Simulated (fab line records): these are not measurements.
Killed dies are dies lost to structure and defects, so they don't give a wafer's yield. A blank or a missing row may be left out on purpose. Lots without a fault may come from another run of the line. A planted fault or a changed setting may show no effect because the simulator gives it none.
fab line records | flow n5Finfet
record: lots: 6 | wafers: 18 | lastDay: 17
route steps=1938 shown BEOL_M12@1636
lots with no fault: from the same line, run without faults
startH: start of the lot's first displayed wafer, in hours after the record's first day | waitH: hours from the lot's prior step to this one | " same as the row above | L1.1+2: a row that stands for several wafers | - no value, or no start given | * or withheld: withheld | < > ~ a bound
route shown NAME@n: a module of which the file shows steps, and the number in the route of the first | usual: average and standard deviation across the fault-free wafers | same: alike in all rows | chamber/n: place in a boat | sites: readings site by site | _std_site: the values' standard deviation | _edge_site: inner sites' mean taken away from outer sites' mean | radiusMm: for every site, how far away it sits from the centre of the wafer | mask NAME#n: copy n | behind: tool/chamber where the wafer was last shaped | hold: why the lot went on hold/how many hours it stayed there/how the hold came to an end | device: the n, p or np transistor that did not switch | end of line: at the end of the route, the tests of the same wafers | a step with no rows: only its recipe | killed: the dies lost at the first sort to structure and to defects; this is not the yield of the wafer | map: a wafer's dies, x killed, . not, _ none there
set.NAME: the setting as run; set.NAME@STEP: as run at that earlier step | model.NAME: the simulator's own value behind a step, which no gauge read
lots seen at some steps along the route; tables by step, rows by wafer
services: when a tool's chamber went out of use (startH, in hours from the record's first day, below 0 if earlier), for how many hours, and the reason
== steps ==
step: N5_BEOL_M12_ETCH_67
recipe: chemistry: CF4 | target: SiARC | targetDepthA: 1430 | timeS: 238.3 | ionEnergyEv: 80 | pressureMtorr: 40 | sourceW: 545 | biasW: 36 | Ar_flow_sccm: 100 | cf4FlowSccm: 100 | ends: cleared
usual: chamberPressureMTorr: 40.00/0.037 | drypumpMotorCurrentA: 5.8/0.43 | etchRfOnTimeS: 238/3.3 | oesProductAu: 0.66/0.054 | rfVppV: 184.0/1 | showerheadPlenumPTorr: 2.14/0.059 | throttleValvePct: 15.72/0.3
lot.wafer | tool       | chamber | startH | waitH | chamberPressureMTorr | drypumpMotorCurrentA | etchRfOnTimeS | oesProductAu | rfHoursCounterH | rfVppV | showerheadPlenumPTorr | throttleValvePct
L398.3    | rieDiel-06 | 0       | 293.74 | 0.0   | 40.00                | 5.8                  | 243           | 0.62         | 178             | 184.2  | 2.14                  | 15.77
L398.4    | "          | 3       | "      | "     | 39.95                | 5.4                  | 238           | 0.68         | 128             | 184.3  | 2.15                  | 15.51
L398.6    | "          | 2       | "      | "     | 40.00                | 6.9                  | 244           | 0.60         | -               | 183.3  | 2.12                  | 16.18
L395.3    | rieDiel-06 | 3       | 306.79 | 0.0   | 40.05                | 5.4                  | 233           | 0.68         | 132             | 185.0  | 2.15                  | 15.53
L395.4    | "          | 2       | "      | "     | 40.07                | 6.8                  | 241           | 0.61         | 225             | 184.3  | 2.12                  | 16.18
L395.6    | "          | 3       | "      | "     | 40.00                | 5.4                  | 233           | 0.68         | -               | 183.7  | 2.15                  | 15.52
L401.2    | rieDiel-01 | 1       | 336.39 | 0.0   | 39.96                | 5.5                  | 231           | 0.67         | 161             | 183.8  | 2.14                  | 15.36
L401.5    | "          | 2       | "      | "     | 39.93                | 5.9                  | 238           | 0.59         | -               | 184.5  | 2.20                  | 15.92
L401.6    | "          | 1       | "      | "     | 40.05                | 5.5                  | 233           | 0.66         | -               | 183.0  | 2.14                  | 15.38
L403.4    | rieDiel-06 | 3       | 338.65 | 0.1   | 40.00                | 5.4                  | 236           | 0.67         | -               | 184.4  | 2.14                  | 15.54
L403.5    | "          | 1       | "      | "     | 39.97                | 5.8                  | 235           | 0.66         | -               | 182.4  | 2.06                  | 15.93
L403.6    | "          | 0       | "      | "     | 39.97                | 5.8                  | 239           | 0.61         | -               | 183.3  | 2.13                  | 15.82
L405.2    | rieDiel-06 | 1       | 342.44 | 0.0   | 40.10                | 5.8                  | 235           | 0.66         | 135             | 183.7  | 2.06                  | 15.93
L405.3    | "          | 2       | "      | "     | 39.96                | 6.8                  | 244           | 0.59         | 238             | 184.0  | 2.12                  | 16.21
L405.6    | "          | 1       | "      | "     | 39.95                | 5.8                  | 234           | 0.66         | -               | 183.3  | 2.06                  | 15.94
L410.1    | rieDiel-03 | 3       | 376.97 | 0.0   | 39.98                | 5.1                  | 239           | 0.78         | 28              | 186.5  | 2.27                  | 15.44
L410.2    | "          | 2       | "      | "     | 40.04                | 5.7                  | 240           | 0.63         | 176             | 183.1  | 2.22                  | 15.87
L410.4    | "          | 1       | "      | "     | 40.00                | 5.8                  | 242           | 0.69         | 105             | 185.0  | 2.25                  | 15.43
step: N5_BEOL_M12_ETCH_68
recipe: chemistry: N2/H2 | target: SOC | maskMaterial: SiARC | sourceW: 3000 | biasW: 350 | tempC: 40 | timeS: 285 | ionEnergyEv: 200 | pressureMtorr: 30 | n2FlowSccm: 200 | h2FlowSccm: 200
step: N5_BEOL_M12_STRIP_69
recipe: chemistry: N2/H2 | tempC: 40 | n2FlowSccm: 200 | h2FlowSccm: 200 | rfFrequencyHz: 6e+07
step: N5_BEOL_M12_TRENCH_ETCH_34
recipe: chemistry: C4F8/O2/Ar | target: SiOC | targetDepthA: 3189.5 | maskMaterial: SOC | pressureMtorr: 30 | sourceW: 3000 | biasW: 700 | Ar_flow_sccm: 400 | C4F8_flow_sccm: 15 | O2_flow_sccm: 8 | heInnerTorr: 15 | heOuterTorr: 30 | timeS: 125.5 | ionEnergyEv: 250
usual: chamberPressureMTorr: 30.000/0.029 | drypumpMotorCurrentA: 5.8/0.44 | oesProductAu: 0.77/0.064 | rfVppV: 665.4/2.7 | showerheadPlenumPTorr: 3.42/0.093 | throttleValvePct: 24.3/0.33
lot.wafer | tool       | chamber | startH | waitH | chamberPressureMTorr | drypumpMotorCurrentA | oesProductAu | rfHoursCounterH | rfVppV | showerheadPlenumPTorr | throttleValvePct
L398.3    | rieDiel-06 | 0       | 294.06 | 0.0   | 29.977               | 5.8                  | 0.73         | 178             | 664.9  | 3.40                  | 24.3
L398.4    | "          | 3       | "      | "     | 30.004               | 5.5                  | 0.80         | 128             | 665.2  | 3.43                  | 24.1
L398.6    | "          | 2       | "      | "     | 29.994               | 6.9                  | 0.71         | -               | 664.0  | 3.39                  | 24.8
L395.3    | rieDiel-06 | 3       | 307.12 | 0.0   | 29.953               | 5.4                  | 0.79         | 133             | 667.3  | 3.43                  | 24.1
L395.4    | "          | 2       | "      | "     | 30.013               | 6.8                  | 0.70         | 226             | 664.3  | 3.39                  | 24.8
L395.6    | "          | 3       | "      | "     | 30.013               | 5.4                  | 0.80         | -               | 664.6  | 3.43                  | 24.1
L401.2    | rieDiel-01 | 1       | 336.72 | 0.0   | 29.957               | 5.5                  | 0.77         | 162             | 665.5  | 3.41                  | 23.9
L401.5    | "          | 2       | "      | "     | 30.001               | 5.9                  | 0.69         | -               | 667.3  | 3.50                  | 24.5
L401.6    | "          | 1       | "      | "     | 30.006               | 5.5                  | 0.77         | -               | 665.8  | 3.41                  | 23.9
L403.4    | rieDiel-06 | 3       | 338.97 | 0.1   | 30.006               | 5.4                  | 0.77         | -               | 664.9  | 3.43                  | 24.1
L403.5    | "          | 1       | "      | "     | 29.962               | 5.8                  | 0.77         | -               | 661.6  | 3.30                  | 24.6
L403.6    | "          | 0       | "      | "     | 30.007               | 5.8                  | 0.71         | -               | 667.0  | 3.40                  | 24.3
L405.2    | rieDiel-06 | 1       | 342.76 | 0.0   | 30.027               | 5.8                  | 0.76         | 135             | 662.0  | 3.29                  | 24.6
L405.3    | "          | 2       | "      | "     | 30.008               | 6.9                  | 0.69         | 238             | 664.7  | 3.38                  | 24.8
L405.6    | "          | 1       | "      | "     | 29.982               | 5.8                  | 0.77         | -               | 661.8  | 3.29                  | 24.6
L410.1    | rieDiel-03 | 3       | 377.30 | 0.0   | 29.952               | 5.1                  | 0.91         | 29              | 670.9  | 3.63                  | 24.2
L410.2    | "          | 2       | "      | "     | 30.017               | 5.7                  | 0.75         | 176             | 670.3  | 3.54                  | 24.4
L410.4    | "          | 1       | "      | "     | 30.030               | 5.8                  | 0.80         | 105             | 670.3  | 3.58                  | 24.0
step: N5_BEOL_M12_STRIP_70
recipe: chemistry: C4F8/O2/Ar | resist: SiARC | rfFrequencyHz: 6e+07
step: N5_BEOL_M12_OCD_MEAS_35
usual: trenchDepthNm: 318/4.2
lot.wafer | tool   | chamber | startH | waitH | trenchDepthNm
L398.3    | ocd-02 | -       | 294.22 | 0.0   | 320
L398.4    | "      | -       | "      | "     | 321
L398.6    | "      | -       | "      | "     | 313
L395.3    | ocd-01 | -       | 307.27 | 0.0   | 318
L395.4    | "      | -       | "      | "     | 311
L395.6    | "      | -       | "      | "     | 320
L401.2    | ocd-01 | -       | 336.88 | 0.0   | 325
L401.5    | "      | -       | "      | "     | 318
L401.6    | "      | -       | "      | "     | 324
L403.4    | ocd-02 | -       | 339.07 | 0.0   | 317
L403.5    | "      | -       | "      | "     | 313
L403.6    | "      | -       | "      | "     | 316
L405.2    | ocd-01 | -       | 342.92 | 0.0   | 315
L405.3    | "      | -       | "      | "     | 309
L405.6    | "      | -       | "      | "     | 315
L410.1    | ocd-02 | -       | 377.45 | 0.0   | 321
L410.2    | "      | -       | "      | "     | 318
L410.4    | "      | -       | "      | "     | 318
step: N5_BEOL_M12_STRIP_37
recipe: chemistry: N2/H2 | powerW: 1000 | tempC: 250 | h2Frac: 0.65 | overashFraction: 0.3 | pressureMtorr: withheld | n2FlowSccm: 1750 | h2FlowSccm: 3250
step: N5_BEOL_M12_ETCH_38
recipe: chemistry: CF4/N2 | target: SiCN | targetDepthA: 687 | taperDeg: 2 | timeS: 73.4 | ionEnergyEv: 150 | maskMaterial: SiO2 | pressureMtorr: 40 | sourceW: 430 | biasW: 70 | Ar_flow_sccm: 100 | cf4FlowSccm: 60 | n2FlowSccm: 60
step: N5_BEOL_M12_PRECLEAN_39
recipe: chemistry: residueRemover | timeS: 60 | tempC: 40
step: N5_BEOL_M12_SRD_40
recipe: timeS: 30 | tempC: 23 | rinseLiquid: diw | dry: n2Spin | spinRpm: 1500 | dryTimeS: 30
step: N5_BEOL_M12_DEGAS_41
recipe: ambient: vacuum | tempC: 250 | timeS: 60
usual: heaterPowerW: 310/28
lot.wafer | tool          | chamber | startH | waitH | heaterPowerW
L398.3    | pvdSputter-01 | -       | 295.78 | 0.4   | 254
L398.4    | "             | -       | "      | "     | 308
L398.6    | "             | -       | "      | "     | 253
L395.3    | pvdSputter-03 | -       | 308.74 | 0.4   | 342
L395.4    | "             | -       | "      | "     | 319
L395.6    | "             | -       | "      | "     | 289
L401.2    | pvdSputter-01 | -       | 339.12 | 0.3   | 302
L401.5    | "             | -       | "      | "     | 310
L401.6    | "             | -       | "      | "     | 252
L403.4    | pvdSputter-02 | -       | 340.08 | 0.6   | 363
L403.5    | "             | -       | "      | "     | 301
L403.6    | "             | -       | "      | "     | 330
L405.2    | pvdSputter-01 | -       | 345.83 | 0.1   | 312
L405.3    | "             | -       | "      | "     | 254
L405.6    | "             | -       | "      | "     | 318
L410.1    | pvdSputter-03 | -       | 378.92 | 0.8   | 292
L410.2    | "             | -       | "      | "     | 321
L410.4    | "             | -       | "      | "     | 342
step: N5_BEOL_M12_PRE_CLEAN_42
recipe: gas: H2/He | timeS: 30 | tempC: 250
step: N5_BEOL_M12_SPUTTER_43
recipe: material: TaN | targetThkA: 150 | tempC: 50 | biasV: 168.6 | powerW: 15000 | chamberPressurePa: 0.12 | timeS: 24.19
usual: throttleValvePct: 29.5/0.8
lot.wafer | tool          | chamber | startH | waitH | throttleValvePct | model.TaN_of_BEOL_M12_SPUTTER_43.thkNm
L398.3    | pvdSputter-01 | -       | 295.86 | 0.0   | 29.9             | 14.8
L398.4    | "             | -       | "      | "     | 30.7             | 15
L398.6    | "             | -       | "      | "     | 30.0             | 15
L395.3    | pvdSputter-03 | -       | 308.82 | 0.0   | 29.7             | 15
L395.4    | "             | -       | "      | "     | 30.2             | 15
L395.6    | "             | -       | "      | "     | 29.2             | 15.2
L401.2    | pvdSputter-01 | -       | 339.20 | 0.0   | 28.6             | 15.2
L401.5    | "             | -       | "      | "     | 28.7             | 15.2
L401.6    | "             | -       | "      | "     | 29.8             | 22.6
L403.4    | pvdSputter-02 | -       | 340.16 | 0.0   | 29.4             | 15.4
L403.5    | "             | -       | "      | "     | 30.3             | 15.4
L403.6    | "             | -       | "      | "     | 28.0             | 15.4
L405.2    | pvdSputter-01 | -       | 345.91 | 0.0   | 30.2             | 14.6
L405.3    | "             | -       | "      | "     | 29.7             | 14.8
L405.6    | "             | -       | "      | "     | 30.7             | 22.2
L410.1    | pvdSputter-03 | -       | 379.00 | 0.0   | 29.4             | 15.2
L410.2    | "             | -       | "      | "     | 30.2             | 15.2
L410.4    | "             | -       | "      | "     | 29.9             | 15.2
step: N5_BEOL_M12_SPUTTER_44
recipe: material: Ta | targetThkA: 100 | tempC: 50 | biasV: 80 | powerW: 15000 | chamberPressurePa: 0.07 | timeS: 16.13
usual: throttleValvePct: 29.5/0.81
lot.wafer | tool          | chamber | startH | waitH | throttleValvePct
L398.3    | pvdSputter-01 | -       | 295.94 | 0.0   | 29.6
L398.4    | "             | -       | "      | "     | 30.8
L398.6    | "             | -       | "      | "     | 29.9
L395.3    | pvdSputter-03 | -       | 308.90 | 0.0   | 29.8
L395.4    | "             | -       | "      | "     | 30.1
L395.6    | "             | -       | "      | "     | 29.2
L401.2    | pvdSputter-01 | -       | 339.28 | 0.0   | 28.8
L401.5    | "             | -       | "      | "     | 28.6
L401.6    | "             | -       | "      | "     | 29.6
L403.4    | pvdSputter-02 | -       | 340.24 | 0.0   | 29.2
L403.5    | "             | -       | "      | "     | 30.4
L403.6    | "             | -       | "      | "     | 28.0
L405.2    | pvdSputter-01 | -       | 345.99 | 0.0   | 30.5
L405.3    | "             | -       | "      | "     | 29.6
L405.6    | "             | -       | "      | "     | 30.4
L410.1    | pvdSputter-03 | -       | 379.08 | 0.0   | 29.1
L410.2    | "             | -       | "      | "     | 30.3
L410.4    | "             | -       | "      | "     | 29.8
step: N5_BEOL_M12_SPUTTER_45
recipe: material: Cu | targetThkA: 800 | tempC: -20 | biasV: 60 | powerW: 26000 | chamberPressurePa: 0.13 | timeS: 13.33
step: N5_BEOL_M12_ECD_47
recipe: material: Cu | targetThkA: 7200
step: N5_BEOL_M12_ANNEAL_48
recipe: tempC: 225 | timeS: 90 | ambient: N2
usual: wafer_temp_C_max: 226.08/0.29
lot.wafer | tool         | chamber | startH | waitH | wafer_temp_C_max
L398.3    | rtpAnneal-01 | 0       | 296.64 | 0.4   | 225.84
L398.4    | "            | 0       | "      | "     | 225.91
L398.6    | "            | 0       | "      | "     | 225.61
L395.3    | rtpAnneal-01 | 0       | 309.33 | 0.2   | 225.67
L395.4    | "            | 0       | "      | "     | 225.67
L395.6    | "            | 0       | "      | "     | 225.87
L401.2    | rtpAnneal-02 | 0       | 339.76 | 0.2   | 226.34
L401.5    | "            | 0       | "      | "     | 226.29
L401.6    | "            | 0       | "      | "     | 226.25
L403.4    | rtpAnneal-02 | 0       | 340.72 | 0.2   | 226.27
L403.5    | "            | 0       | "      | "     | 226.53
L403.6    | "            | 0       | "      | "     | 225.97
L405.2    | rtpAnneal-02 | 0       | 346.50 | 0.3   | 225.56
L405.3    | "            | 0       | "      | "     | 225.84
L405.6    | "            | 0       | "      | "     | 226.92
L410.1    | rtpAnneal-02 | 0       | 379.43 | 0.1   | 226.60
L410.2    | "            | 0       | "      | "     | 225.76
L410.4    | "            | 0       | "      | "     | 226.22
step: N5_BEOL_M12_CMP_49
recipe: stopOn: SiOC | tOverpolishS: 20.6 | downForcePsi: 1 | platenRpm: 50 | clearingPlatenDownForcePsi: 1.5 | clearingPlatenRpm: 50 | postCmpClean: cuAlkaline | targetThkNm: 320 | clearingPlatenPadVelocityMS: 0.99484 | padVelocityMS: 0.99484
usual: barrierFieldEndpointS: 30.4/0.77 | motorCurrentA: 5.9/0.75
lot.wafer | tool   | chamber | startH | waitH | barrierFieldEndpointS | motorCurrentA | model.Cu_of_BEOL_M12_ECD_47.thkNm
L398.3    | cmp-04 | 2       | 296.84 | 0.2   | 31.7                  | 4.9           | 321.6
L398.4    | "      | 3       | "      | "     | 31.3                  | 5.5           | 324.2
L398.6    | "      | 3       | "      | "     | 31.1                  | 5.7           | 314.8
L395.4    | cmp-01 | 0       | 309.54 | 0.1   | 30.6                  | 4.8           | 315.6
L395.3    | "      | 2       | "      | "     | 30.5                  | 5.7           | 321.8
L395.6    | "      | 0       | "      | "     | 31.0                  | 4.7           | 322.6
L401.2    | cmp-01 | 0       | 340.01 | 0.2   | 31.1                  | 4.8           | 325.6
L401.6    | "      | 0       | "      | "     | 41.2                  | 4.8           | 318.2
L401.5    | "      | 1       | "      | "     | 30.9                  | 6.3           | 318.6
L403.4    | cmp-04 | 3       | 341.00 | 0.2   | 31.5                  | 5.3           | 319.2
L403.6    | "      | 0       | "      | "     | 30.5                  | 6.6           | 317.6
L403.5    | "      | 1       | "      | "     | 30.2                  | 5.2           | 313.6
L405.3    | cmp-02 | 0       | 346.76 | 0.2   | 30.1                  | 5.3           | 309.4
L405.2    | "      | 1       | "      | "     | 29.8                  | 7.0           | 317.4
L405.6    | "      | 0       | "      | "     | 38.3                  | 5.5           | 307.8
L410.1    | cmp-04 | 3       | 379.79 | 0.3   | 31.7                  | 5.1           | 322.8
L410.2    | "      | 0       | "      | "     | 31.7                  | 6.5           | 322
L410.4    | "      | 2       | "      | "     | 31.0                  | 5.2           | 319.2
step: N5_BEOL_M12_THK_MEAS_50
recipe: thkMeasGauge: xrf | reads: Cu_of_BEOL_M12_ECD_47
usual: M12_THK: 323/4.9
lot.wafer | tool         | chamber | startH | waitH | M12_THK[nm]
L398.3    | filmMetro-01 | -       | 297.14 | -     | 328
L398.4    | "            | -       | "      | "     | 330
L398.6    | "            | -       | "      | "     | 319
L395.3    | filmMetro-01 | -       | 309.83 | -     | 327
L395.4    | "            | -       | "      | "     | 318
L395.6    | "            | -       | "      | "     | 327
L401.2    | filmMetro-01 | -       | 340.30 | -     | 330
L401.5    | "            | -       | "      | "     | 322
L401.6    | "            | -       | "      | "     | 321
L403.4    | filmMetro-02 | -       | 341.18 | -     | 325
L403.5    | "            | -       | "      | "     | 319
L403.6    | "            | -       | "      | "     | 325
L405.2    | filmMetro-01 | -       | 347.05 | -     | 320
L405.3    | "            | -       | "      | "     | 312
L405.6    | "            | -       | "      | "     | 311
L410.1    | filmMetro-01 | -       | 380.10 | 0.3   | 328
L410.2    | "            | -       | "      | "     | 327
L410.4    | "            | -       | "      | "     | 323
== services ==
tool       | chamber | startH | hours | kind
cmp-02     | -       | 271.97 | 4.0   | pm
rieDiel-03 | 3       | 279.88 | -     | clean
rieDiel-03 | 3       | 279.88 | -     | consumableReplace:focusRing
rieDiel-03 | 3       | 279.88 | -     | consumableReplace:showerhead
rieDiel-03 | 3       | 279.88 | 20.9  | scheduledDown
rieDiel-03 | 3       | 279.88 | 20.9  | ventCycle
cmp-01     | -       | 291.37 | 5.3   | repair
cmp-01     | -       | 314.33 | 3.1   | pm
rieDiel-03 | 2       | 330.71 | 4.4   | repair
cmp-01     | -       | 355.21 | 1.7   | repair
cmp-01     | -       | 357.29 | 4.0   | pm
rieDiel-01 | 2       | 357.51 | -     | clean
rieDiel-01 | 2       | 357.51 | -     | consumableReplace:focusRing
rieDiel-01 | 2       | 357.51 | 16.1  | scheduledDown
rieDiel-01 | 2       | 357.51 | 16.1  | ventCycle
cmp-02     | -       | 357.88 | 1.3   | repair
cmp-01     | -       | 361.29 | -     | consumableReplace:conditioner
cmp-01     | -       | 361.29 | -     | consumableReplace:pad
rieDiel-06 | -       | 370.27 | 2.8   | pm
rieDiel-06 | 2       | 379.23 | -     | clean
rieDiel-06 | 2       | 379.23 | -     | consumableReplace:esc
rieDiel-06 | 2       | 379.23 | -     | consumableReplace:focusRing
rieDiel-06 | 2       | 379.23 | 23.6  | scheduledDown
rieDiel-06 | 2       | 379.23 | 23.6  | ventCycle
== key ==
firstSign: step: N5_BEOL_M12_CMP_49 | reading: barrierFieldEndpointS | direction: up | sigmas: 12 | usual: 30.4 | struck: 39.7
effect none on later readings
modelEffect: step: N5_BEOL_M12_SPUTTER_43 | value: TaN_of_BEOL_M12_SPUTTER_43.thkNm | without: 15 | struck: 22.4
modelEffect: step: N5_BEOL_M12_CMP_49 | value: Cu_of_BEOL_M12_ECD_47.thkNm | without: 320.4 | struck: 313
metAt N5_BEOL_M12_SPUTTER_43
struckWafers L401.6,L405.6
onsetBetween 295.86 339.20
fault: kind: processParameterDrift | tool: pvdSputter-01 | chamber: - | onsetH: 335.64 | steps: N5_BEOL_M12_SPUTTER_43 | channel: timeS | offset: * | shape: step | endH: 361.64 | scope: struckWafersOnly | actsIn: * | stated: *
